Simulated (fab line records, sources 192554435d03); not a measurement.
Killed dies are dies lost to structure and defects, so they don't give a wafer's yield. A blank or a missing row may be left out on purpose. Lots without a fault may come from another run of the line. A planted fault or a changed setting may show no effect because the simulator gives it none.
fab line records | flow n5_finfet
record lots=7 wafers=21 last_day=17
route steps=1938 shown BEOL_M2@929 BEOL_M3@931
lots that met no fault: from a run of the same line without faults
start_h: hours from the record's first day to the start of the lot's first wafer shown | wait_h: hours since the lot's step before | " the same as in the row above | L1.1+2: a row that stands for several wafers | - no value, or no start given | * or withheld: withheld | < > ~ a bound
route shown NAME@n: a module of which the file shows steps, and the number in the route of the first | usual: mean/standard deviation of fault-free wafers | same: alike in all rows | chamber/n: place in a boat | sites: the reading at each site | _std_site: their standard deviation | _edge_site: outer sites' mean less inner sites' | radius_mm: how far each site lies from the wafer's centre | mask NAME#n: copy n | behind: the tool/chamber that last shaped the wafer | hold: why the lot was held/for how many hours/how that ended | device: the transistor (n, p or np) that didn't switch | end of line: the same wafers' tests at the end of the route | a step without rows: its recipe alone | killed: dies lost to structure and defects at the first sort, not the wafer's yield | map: a wafer's dies, x killed, . not, _ none there
set.NAME: the setting as run; set.NAME@STEP: as run at that earlier step | model.NAME: the simulator's own value behind a step, which no gauge read
lots at some steps of the route; a table a step, a row a wafer
services: from which hour (start_h, from the record's first day; less than 0 if before it) a tool's chamber was out of use, for how many hours, and why
## steps
# step N5_BEOL_M2_RS_MEAS_58
# recipe thk_meas_gauge=four-point-probe reads=Co_of_BEOL_M2_CO_CAP_55+Cu_of_BEOL_M2_ECD_50+Co_of_BEOL_M2_CVD_47+TaN_of_BEOL_M2_ALD_84
# usual M2_RS=0.65/0.036
# columns lot.wafer tool chamber start_h wait_h M2_RS[ohm/sq]
L805.1 film_metro-02 - 159.32 0.0 0.67
L805.4 " - " " 0.61
L805.5 " - " " 0.67
L813.2 film_metro-02 - 208.59 0.1 0.70
L813.4 " - " " 0.69
L813.5 " - " " 0.66
L812.1 film_metro-02 - 208.67 0.1 0.61
L812.3 " - " " 0.63
L812.6 " - " " 0.58
L814.1 film_metro-01 - 215.00 0.0 0.62
L814.3 " - " " 0.62
L814.5 " - " " 0.58
L821.1 film_metro-02 - 259.50 0.0 0.72
L821.2 " - " " 0.64
L821.6 " - " " 0.60
L823.1 film_metro-02 - 275.98 0.1 0.67
L823.2 " - " " 0.64
L823.5 " - " " 0.67
L825.2 film_metro-01 - 281.63 0.1 0.66
L825.5 " - " " 0.66
L825.6 " - " " 0.66
# step N5_BEOL_M2_INSPECT_59
# recipe inspect_instrument=darkfield mode=post_dep
# usual raw_defect_count=76/22
# columns lot.wafer tool chamber start_h wait_h raw_defect_count
L805.1 defect_inspect-02 - 159.35 0.0 83
L805.4 " - " " 61
L805.5 " - " " 32
L813.2 defect_inspect-01 - 208.62 0.0 93
L813.4 " - " " 102
L813.5 " - " " 120
L812.1 defect_inspect-02 - 208.69 0.0 111
L812.3 " - " " 64
L812.6 " - " " 48
L814.1 defect_inspect-02 - 215.02 0.0 119
L814.3 " - " " 110
L814.5 " - " " 94
L821.1 defect_inspect-02 - 259.52 0.0 54
L821.2 " - " " 85
L821.6 " - " " 81
L823.1 defect_inspect-02 - 276.00 0.0 64
L823.2 " - " " 60
L823.5 " - " " 98
L825.2 defect_inspect-02 - 281.66 0.0 55
L825.5 " - " " 69
L825.6 " - " " 109
# step N5_BEOL_M3_ILD_DEP_00
# recipe material=SiOC target_thk_a=790 temp_c=350 precursor=DEMS/O2 pressure_torr=5 rf_w=500 time_s=15.3
# usual heater_power_w=474/84 showerhead_plenum_p_Torr=5.694/0.012 throttle_valve_pct=11.8/0.57
# same time_s=15.3
# columns lot.wafer tool chamber start_h wait_h heater_power_w showerhead_plenum_p_Torr since_wet_clean_h throttle_valve_pct
L805.1 pecvd-01 0 159.38 0.0 615 5.693 419 10.8
L805.4 " 0 " " 608 5.682 - 10.8
L805.5 " 2 " " 529 5.704 - 10.8
L813.2 pecvd-01 0 208.66 0.0 629 5.691 468 10.9
L813.4 " 0 " " 648 5.713 - 11.3
L813.5 " 1 " " 357 5.694 - 12.5
L812.1 pecvd-03 2 208.73 0.0 429 5.732 470 10.9
L812.3 " 1 " " 533 5.699 2000 12.2
L812.6 " 1 " " 534 5.704 - 12.3
L814.1 pecvd-04 0 215.06 0.0 512 5.688 738 11.7
L814.3 " 1 " " 432 5.690 1463 12.3
L814.5 " 2 " " 374 5.708 - 12.1
L821.1 pecvd-03 1 259.56 0.0 506 5.694 2051 12.3
L821.2 " 2 " " 440 5.721 521 11.1
L821.6 " 2 " " 441 5.698 - 11.2
L823.1 pecvd-03 1 276.04 0.0 561 5.698 2067 12.4
L823.2 " 0 " " 435 5.687 1342 12.5
L823.5 " 1 " " 548 5.696 - 12.3
L825.2 pecvd-01 1 281.69 0.0 365 5.693 1711 12.6
L825.5 " 1 " " 357 5.688 - 12.4
L825.6 " 2 " " 567 5.685 - 10.9
# step N5_BEOL_M3_THK_MEAS_01
# recipe reads=SiOC_of_BEOL_M3_ILD_DEP_00
# usual M3_ILD_THK=79.3/1.1
# columns lot.wafer tool chamber start_h wait_h M3_ILD_THK[nm]
L805.1 film_metro-02 - 159.45 0.0 80.4
L805.4 " - " " 80.1
L805.5 " - " " 80.3
L813.2 film_metro-02 - 208.72 0.1 79.6
L813.4 " - " " 80.0
L813.5 " - " " 79.1
L812.1 film_metro-02 - 208.80 0.0 77.9
L812.3 " - " " 78.9
L812.6 " - " " 80.6
L814.1 film_metro-01 - 215.13 0.0 78.0
L814.3 " - " " 79.9
L814.5 " - " " 81.3
L821.1 film_metro-01 - 259.63 0.0 79.4
L821.2 " - " " 77.0
L821.6 " - " " 79.9
L823.1 film_metro-01 - 276.11 0.0 78.8
L823.2 " - " " 78.2
L823.5 " - " " 80.2
L825.2 film_metro-01 - 281.76 0.1 78.5
L825.5 " - " " 79.8
L825.6 " - " " 79.8
# step N5_BEOL_M3_PECVD_72
# recipe material=SiO2 target_thk_a=160 temp_c=400 precursor=TEOS/O2 pressure_torr=5.5 rf_w=450 teos_flow_sccm=53.8 gas=O2 flow_sccm=3000 time_s=18
# usual heater_power_w=694/120 showerhead_plenum_p_Torr=8.78/0.042 throttle_valve_pct=22.0/1.1
# same time_s=18
# columns lot.wafer tool chamber start_h wait_h heater_power_w showerhead_plenum_p_Torr since_wet_clean_h throttle_valve_pct
L805.1 pecvd-04 1 159.49 0.0 611 8.74 1407 22.6
L805.4 " 0 " " 708 8.70 - 22.2
L805.5 " 2 " " 518 8.84 - 22.6
L813.2 pecvd-04 2 208.76 0.0 594 8.83 2181 22.6
L813.4 " 0 " " 667 8.74 - 22.2
L813.5 " 0 " " 708 8.73 - 22.1
L812.1 pecvd-01 2 208.83 0.0 794 8.79 159 20.7
L812.3 " 0 " " 898 8.80 468 20.3
L812.6 " 2 " " 799 8.80 - 20.8
L814.1 pecvd-01 0 215.16 0.0 972 8.80 475 20.8
L814.3 " 2 " " 795 8.79 165 20.9
L814.5 " 0 " " 954 8.79 - 20.8
L821.1 pecvd-01 1 259.66 0.0 567 8.79 1689 23.3
L821.2 " 0 " " 890 8.77 519 20.6
L821.6 " 0 " " 879 8.80 - 20.7
L823.1 pecvd-01 2 276.15 0.0 689 8.79 226 20.9
L823.2 " 1 " " 570 8.77 1705 23.4
L823.5 " 1 " " 572 8.80 - 23.3
L825.2 pecvd-04 0 281.80 0.0 671 8.71 804 22.3
L825.5 " 0 " " 685 8.74 - 22.2
L825.6 " 2 " " 587 8.81 - 20.4
# step N5_BEOL_M3_HM_DEP_02
# recipe material=TiN target_thk_a=200 temp_c=25 chamber_pressure_pa=0.49996
# usual throttle_valve_pct=30.3/0.91
# columns lot.wafer tool chamber start_h wait_h throttle_valve_pct
L805.1 pvd_sputter-03 - 160.86 1.4 29.5
L805.4 " - " " 29.3
L805.5 " - " " 31.6
L813.2 pvd_sputter-01 - 209.91 1.1 29.6
L813.4 " - " " 30.6
L813.5 " - " " 29.1
L812.1 pvd_sputter-02 - 211.41 2.6 29.5
L812.3 " - " " 28.9
L812.6 " - " " 29.4
L814.1 pvd_sputter-01 - 216.61 1.4 29.5
L814.3 " - " " 31.9
L814.5 " - " " 31.9
L821.1 pvd_sputter-02 - 261.05 1.4 30.2
L821.2 " - " " 28.9
L821.6 " - " " 29.1
L823.1 pvd_sputter-03 - 276.21 0.0 30.3
L823.2 " - " " 30.0
L823.5 " - " " 29.2
L825.2 pvd_sputter-01 - 282.61 0.8 29.5
L825.5 " - " " 30.5
L825.6 " - " " 31.0
# step N5_BEOL_M3_COAT_61
# recipe resist=SOC temp_c=250 time_s=60 spin_rpm=1500 resist_thk_nm=60
# step N5_BEOL_M3_COAT_62
# recipe resist=SiARC temp_c=220 time_s=60 spin_rpm=1500 resist_thk_nm=12
# step N5_BEOL_M3_COAT_73
# recipe resist=underlayer temp_c=205 time_s=60 spin_rpm=1500 resist_thk_nm=5
# step N5_BEOL_M3_COAT_05
# recipe resist=CAR-EUV spin_rpm=1500 resist_thk_nm=30
# step N5_BEOL_M3_EBR_07
# recipe solvent=PGMEA ebr_width_mm=1.5
# step N5_BEOL_M3_SOFTBAKE_06
# recipe temp_c=110 time_s=60 resist=CAR-EUV
# step N5_BEOL_M3_EXPOSE_08
# recipe mask_id=M3 na=0.33 source_shape=dipole sigma_inner=0.369 sigma_outer=0.767 polarization=unpolarized dose_mj=33
# usual dipole_opening_deg=79.7/0 exposure_dose_mJ_cm2=33.5/0.4 na=0.33/0 sigma_outer=0.767/0
# columns lot.wafer tool chamber start_h wait_h mask dipole_opening_deg exposure_dose_mJ_cm2 na sigma_outer
L805.1 euv_scanner-01 0 161.25 - M3#0 79.7 32.9 0.33 0.767
L805.4 " 0 " " M3#0 79.7 33.0 0.33 0.767
L805.5 " 0 " " M3#0 79.7 32.9 0.33 0.767
L813.2 euv_scanner-02 - 210.17 - M3#0 - - - -
L813.4 " - " " M3#0 - - - -
L813.5 " - " " M3#0 - - - -
L812.1 euv_scanner-02 - 211.67 - M3#0 - - - -
L812.3 " - " " M3#0 - - - -
L812.6 " - " " M3#0 - - - -
L814.1 euv_scanner-02 - 216.88 - M3#0 - - - -
L814.3 " - " " M3#0 - - - -
L814.5 " - " " M3#0 - - - -
L821.1 euv_scanner-01 0 261.44 - M3#0 79.7 32.9 0.33 0.767
L821.2 " 0 " " M3#0 79.7 32.9 0.33 0.767
L821.6 " 0 " " M3#0 79.7 32.9 0.33 0.767
L823.1 euv_scanner-02 0 276.47 - M3#0 79.7 33.8 0.33 0.767
L823.2 " 0 " " M3#0 79.7 33.8 0.33 0.767
L823.5 " 0 " " M3#0 79.7 33.7 0.33 0.767
L825.2 euv_scanner-01 0 282.88 - M3#0 79.7 32.8 0.33 0.767
L825.5 " 0 " " M3#0 79.7 32.9 0.33 0.767
L825.6 " 0 " " M3#0 79.7 32.8 0.33 0.767
# step N5_BEOL_M3_PEB_09
# recipe peb_temp_c=100 peb_time_s=60 resist=CAR-EUV
## services
# columns tool chamber start_h hours kind
euv_scanner-01 - 140.71 1.0 pm
pecvd-01 - 158.67 0.7 repair
euv_scanner-02 - 159.10 4.6 pm
pvd_sputter-03 - 169.46 17.4 repair
pecvd-04 2 181.58 5.5 scheduled_down
euv_scanner-02 - 181.79 1.0 pm
pecvd-04 - 186.89 6.0 pm
pecvd-03 - 194.16 6.6 repair
euv_scanner-01 - 196.86 1.0 pm
pecvd-04 1 198.86 14.1 repair
euv_scanner-01 - 207.38 1.3 repair
pecvd-04 2 217.99 6.7 repair
pecvd-01 1 218.87 5.0 scheduled_down
euv_scanner-01 - 231.55 18.0 repair
euv_scanner-02 - 239.55 0.3 repair
pecvd-04 2 246.07 5.5 scheduled_down
euv_scanner-02 - 249.51 1.0 pm
pecvd-04 2 251.58 - clean
pecvd-04 2 251.58 - consumable_replace:showerhead
euv_scanner-01 - 253.01 1.0 pm
euv_scanner-01 - 254.02 4.6 pm
pecvd-03 - 257.52 0.3 repair
euv_scanner-02 - 259.53 1.8 repair
pvd_sputter-01 - 265.60 4.9 repair
## key
first_sign step=N5_BEOL_M3_EXPOSE_08 reading=tool_record direction=missing
effect none on later readings
met_at N5_BEOL_M3_EXPOSE_08
struck_wafers L812.1,L812.3,L812.6,L813.2,L813.4,L813.5,L814.1,L814.3,L814.5
later_rows_left_out L812.1,L812.3,L812.6,L813.2,L813.4,L813.5,L814.1,L814.3,L814.5
sort_left_out L812.1,L812.3,L812.6,L813.2,L813.4,L813.5,L814.1,L814.3,L814.5
fault kind=skipped_step_whole tool=euv_scanner-02 chamber=- onset_h=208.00 steps=N5_BEOL_M3_EXPOSE_08 scope=struck_lots_only
# sort_left_out: the simulated sort isn't trusted on such a fault, so these wafers' sort isn't shown, and their yield isn't known
# later_rows_left_out: the simulator's readings of these wafers behind a module that went badly wrong aren't trusted and aren't shown, but for the sort
